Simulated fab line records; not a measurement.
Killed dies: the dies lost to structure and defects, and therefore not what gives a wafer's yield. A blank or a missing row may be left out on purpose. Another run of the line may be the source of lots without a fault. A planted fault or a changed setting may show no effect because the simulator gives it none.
Lot-split experiment | flow n5Finfet | 7 lots, 21 wafers read, on a route of 1938 steps

## SPLIT DETAILS
At N5_PASSIVATION_ETCH_15 (etches SiCN in CF4/N2, target depth 75 nm, time 81.2 s), the setting biasW was moved away from the recipe's 70 W on 9 of the 21 wafers read, by -14.3% to +17.8%. This setting was run at the recipe's value on the other wafers.

The reading comes from the split's own step.

## THE READING
rfVppV, in V, at N5_PASSIVATION_ETCH_15 (etches SiCN in CF4/N2, target depth 75 nm, time 81.2 s). Typical for fault-free wafers on this fab line: 381.6 V, with standard deviation 1.8 V.

wafer  | tool, chamber at the split | biasW as run, W | against the recipe | rfVppV, V | against lot-mates on the recipe
L075.1 | rieDiel-03, 0              | 59.98           | -14.3%             | 347.4     | -34.6
L075.3 | rieDiel-03, 2              | 70              | recipe             | 382.0     | -
L075.4 | rieDiel-03, 3              | 59.98           | -14.3%             | 347.7     | -34.3
L084.3 | rieDiel-02, 3              | 70              | recipe             | 381.9     | -
L084.4 | rieDiel-02, 3              | 70              | recipe             | 381.2     | -
L084.6 | rieDiel-02, 2              | 70              | recipe             | 383.4     | -
L083.1 | rieDiel-02, 0              | 70              | recipe             | 382.8     | -
L083.2 | rieDiel-02, 2              | 70              | recipe             | 383.1     | -
L083.6 | rieDiel-02, 0              | 81.6            | +16.6%             | 423.0     | +40.0
L089.1 | rieDiel-04, 1              | 70              | recipe             | 379.7     | -
L089.2 | rieDiel-04, 2              | 80.04           | +14.3%             | 416.1     | +35.0
L089.4 | rieDiel-04, 3              | 70              | recipe             | 382.6     | -
L091.4 | rieDiel-02, 0              | 70              | recipe             | 382.7     | -
L091.5 | rieDiel-02, 2              | 70              | recipe             | 383.3     | -
L091.6 | rieDiel-02, 3              | 70              | recipe             | 381.1     | -
L095.3 | rieDiel-04, 2              | 82.47           | +17.8%             | 423.5     | no lot-mate on the recipe
L095.4 | rieDiel-04, 1              | 82.47           | +17.8%             | 421.5     | no lot-mate on the recipe
L095.5 | rieDiel-04, 1              | 82.47           | +17.8%             | 420.3     | no lot-mate on the recipe
L097.2 | rieDiel-04, 1              | 75.63           | +8.0%              | 399.1     | +17.7
L097.4 | rieDiel-04, 0              | 75.63           | +8.0%              | 396.9     | +15.5
L097.5 | rieDiel-04, 3              | 70              | recipe             | 381.4     | -

FIT RESULTS
A straight line over all 21 wafers: rfVppV changes by +2.31 V for each +1% of biasW; r = +1.00; the points scatter about the line by 1.6 V.
The same after taking each lot's own level away (the mean of its wafers on the recipe; 18 wafers): +2.38 V for each +1%; r = +1.00; scatter 1.2 V.
Per that fit: largest biasW move, reading shift of 42 V.
Across the lots, their own levels run from 381.15 to 382.95 V, a range of 1.0 times the standard deviation given above.
Hence the lot-to-lot level has little effect on the slope; both slopes agree.
Check: for one of the wafers moved furthest among these (+16.6%), held out of the fit, the line's prediction against its lot-mates is +38.8 V. It came out at +40 V against them.
Tool readings at the split's step, against how far the setting was moved: rfVppV r = +1.00.

## OTHER SPLITS ON THESE WAFERS
Other splits were also applied to these wafers ahead of the reading. Each is held against what the fit with the lots' levels taken away leaves over:
other split on the same wafers    | wafers away from the commonest value | r with rfVppV (lot level and that fit taken away)
N5_MIM_TOP_LITHO_EXPOSE_05 doseMj | 7                                    | -0.08

## FILE'S OWN FIT
rfVppV changes by +2.39 V for each +1% of biasW, r = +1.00.
